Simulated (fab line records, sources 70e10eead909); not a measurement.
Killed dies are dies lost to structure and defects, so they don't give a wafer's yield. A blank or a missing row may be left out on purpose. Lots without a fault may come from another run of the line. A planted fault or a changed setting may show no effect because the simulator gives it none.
Chamber matching | flow nand_harc | NHARC_A_SGD_CUT_ETCHBACK_24 on rie_diel-01: 4 sister chambers
The step etches the open film in CH3F/O2, target depth 50 nm, time 92.857 s. 20 wafers are shown with their chamber, then 10 later ones without.

WAFERS WITH THEIR CHAMBER
wafer  | chamber | showerhead_plenum_p_Torr (Torr) | drypump_motor_current_A (A) | rf_vpp_V (V)
L076.1 | 1       | 2.64                            | 5.3                         | 249.4
L076.2 | 0       | 2.46                            | 5.2                         | 245.2
L076.6 | 0       | 2.46                            | 5.1                         | 244.4
L075.1 | 0       | 2.46                            | 5.1                         | 245.3
L075.2 | 1       | 2.64                            | 5.3                         | 246.9
L075.3 | 3       | 2.49                            | 6.0                         | 244.4
L082.1 | 1       | 2.63                            | 5.3                         | 247.7
L082.2 | 3       | 2.49                            | 6.0                         | 244.2
L082.4 | 2       | 2.57                            | 5.6                         | 245.5
L084.1 | 2       | 2.57                            | 5.6                         | 246.7
L084.2 | 1       | 2.63                            | 5.3                         | 246.5
L084.6 | 1       | 2.64                            | 5.3                         | 247.5
L085.1 | 3       | 2.49                            | 6.0                         | 245.3
L085.3 | 0       | 2.46                            | 5.1                         | 244.6
L085.6 | 2       | 2.57                            | 5.6                         | 245.0
L087.1 | 1       | 2.63                            | 5.3                         | 246.1
L087.4 | 2       | 2.57                            | 5.6                         | 244.9
L087.6 | 2       | 2.57                            | 5.6                         | 243.9
L089.1 | 3       | 2.49                            | 6.0                         | 244.7
L089.4 | 1       | 2.63                            | 5.3                         | 247.8

SIGNATURES (means of the wafers above)
reading                  | chamber 0 | chamber 1 | chamber 2 | chamber 3 | scatter within a chamber
showerhead_plenum_p_Torr | 2.4600    | 2.6343    | 2.5700    | 2.4900    | 0.00327
drypump_motor_current_A  | 5.125     | 5.300     | 5.600     | 6.000     | 0.0217
rf_vpp_V                 | 244.875   | 247.414   | 245.200   | 244.650   | 0.882
Rule: a wafer's distance from a chamber is the root of the sum, over the readings, of the square of ((its reading less the chamber's mean) divided by the reading's scatter). The wafer belongs to the nearest chamber; if the next one is less than 2 further off, it can't be placed. The scatter: the root of (the sum of the squares of (reading less its chamber's mean) over the shown wafers, divided by (wafers less chambers)).

WAFERS WITHOUT THEIR CHAMBER
wafer  | showerhead_plenum_p_Torr (Torr) | drypump_motor_current_A (A) | rf_vpp_V (V)
L089.5 | 2.49                            | 5.9                         | 243.7
L090.1 | 2.48                            | 6.0                         | 244.5
L090.3 | 2.63                            | 5.3                         | 247.0
L090.6 | 2.46                            | 5.2                         | 243.8
L092.2 | 2.57                            | 5.6                         | 244.7
L092.3 | 2.63                            | 5.3                         | 246.9
L092.4 | 2.48                            | 6.0                         | 245.9
L094.1 | 2.63                            | 5.3                         | 246.1
L094.4 | 2.56                            | 5.6                         | 245.8
L094.5 | 2.46                            | 5.1                         | 243.5

WHICH CHAMBER EACH WENT THROUGH
wafer  | from the rows above | in truth
L089.5 | 3                   | 3
L090.1 | 3                   | 3
L090.3 | 1                   | 1
L090.6 | 0                   | 0
L092.2 | 2                   | 2
L092.3 | 1                   | 1
L092.4 | 3                   | 3
L094.1 | 1                   | 1
L094.4 | 2                   | 2
L094.5 | 0                   | 0
Placed correctly: 10 of 10. Can't be placed from these rows: 0. Placed wrongly: 0.
